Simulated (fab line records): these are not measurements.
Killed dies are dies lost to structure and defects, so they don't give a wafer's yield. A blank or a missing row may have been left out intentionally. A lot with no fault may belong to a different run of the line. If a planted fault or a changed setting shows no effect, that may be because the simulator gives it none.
Which of the tools did it? + flow n5Finfet + 12 lots, 36 wafers sampled, at 3 steps of a route of 1938

WHAT EACH GAUGE READ, for each wafer
N5_FIN_SAQP_THK_MEAS_07.
| lot  | measured    | on           | thkNm (nm)     |
|------|-------------|--------------|----------------|
| L075 | day 2 02:54 | filmMetro-01 | 59.2 60.5 60.0 |
| L077 | day 2 16:19 | filmMetro-01 | 58.7 60.0 59.4 |
| L079 | day 3 05:20 | filmMetro-02 | 59.7 59.4 60.7 |
| L081 | day 3 18:58 | filmMetro-02 | 60.1 59.9 60.9 |
| L083 | day 4 03:21 | filmMetro-02 | 60.0 60.1 60.6 |
| L085 | day 4 15:05 | filmMetro-01 | 59.5 58.5 60.1 |
| L087 | day 5 03:23 | filmMetro-01 | 59.9 60.5 61.3 |
| L089 | day 5 18:16 | filmMetro-01 | 59.2 59.6 60.4 |
| L091 | day 6 03:32 | filmMetro-01 | 58.8 59.3 59.4 |
| L093 | day 6 16:35 | filmMetro-01 | 59.7 59.1 61.0 |
| L095 | day 7 03:07 | filmMetro-02 | 58.8 59.0 60.0 |
| L097 | day 7 16:12 | filmMetro-02 | 60.1 60.4 60.7 |

WHAT TOOL EACH LOT RAN ON (gives the tool, then ch and the chambers of the sampled wafers, and finally the start)
| lot  | N5_PMOS_HMC_CHANNEL_EPI_ETCH_38 | N5_FIN_SAQP_ALD_61              |
|------|---------------------------------|---------------------------------|
| L075 | rieSi-01 ch 0,1,2, day 1 23:34  | aldSin-03 ch 1,2, day 2 02:00   |
| L077 | rieSi-03 ch 2,3, day 2 12:06    | aldSin-03 ch 0,1,3, day 2 15:35 |
| L079 | rieSi-03 ch 0,2, day 3 02:08    | aldSin-03 ch 0,2,3, day 3 04:38 |
| L081 | rieSi-01 ch 1,2,3, day 3 14:14  | aldSin-03 ch 1,2,3, day 3 18:15 |
| L083 | rieSi-05 ch 0,1,2, day 4 00:05  | aldSin-03 ch 0,1,3, day 4 02:31 |
| L085 | rieSi-03 ch 2,3, day 4 11:53    | aldSin-03 ch 0,2,3, day 4 14:18 |
| L087 | rieSi-01 ch 1,2,3, day 4 23:46  | aldSin-03 ch 0,2,3, day 5 02:40 |
| L089 | rieSi-03 ch 0,3, day 5 14:43    | aldSin-03 ch 2,3, day 5 17:34   |
| L091 | rieSi-03 ch 0,2,3, day 6 00:23  | aldSin-02 ch 0,1,2, day 6 02:50 |
| L093 | rieSi-03 ch 1,2,3, day 6 12:19  | aldSin-02 ch 0,1,2, day 6 15:52 |
| L095 | rieSi-01 ch 0,1,3, day 6 23:52  | aldSin-03 ch 0,1,2, day 7 02:24 |
| L097 | rieSi-03 ch 1,3, day 7 12:20    | aldSin-01 ch 0,1,2, day 7 15:29 |
- N5_PMOS_HMC_CHANNEL_EPI_ETCH_38: etches SiO2 in CF4, target depth 1.5 nm.
- N5_FIN_SAQP_ALD_61: deposits SiO2, target thk 4 nm, pulse time 1 s, purge time 2 s.

THE ANSWER, worked out from the rows above alone
Rule: the lots themselves supply what counts as usual. The widest of any qualifying gaps counts: lots, ordered by their means at a reading, are off when they make up no more than a third of the lots, leave a main group of 4 or more, and stand apart from it by 3 or more times the standard deviation of that group's means. If all means in a main group match to the digits the tables above print for the reading, that group is not used. Also off: a lot with no number at a reading for which 4 or more lots have one. Any other lot the step has rows for is counted as sound.
Nothing can be told from this: no lot is off at any reading shown.

WHAT THE SIMULATOR HAD INSERTED
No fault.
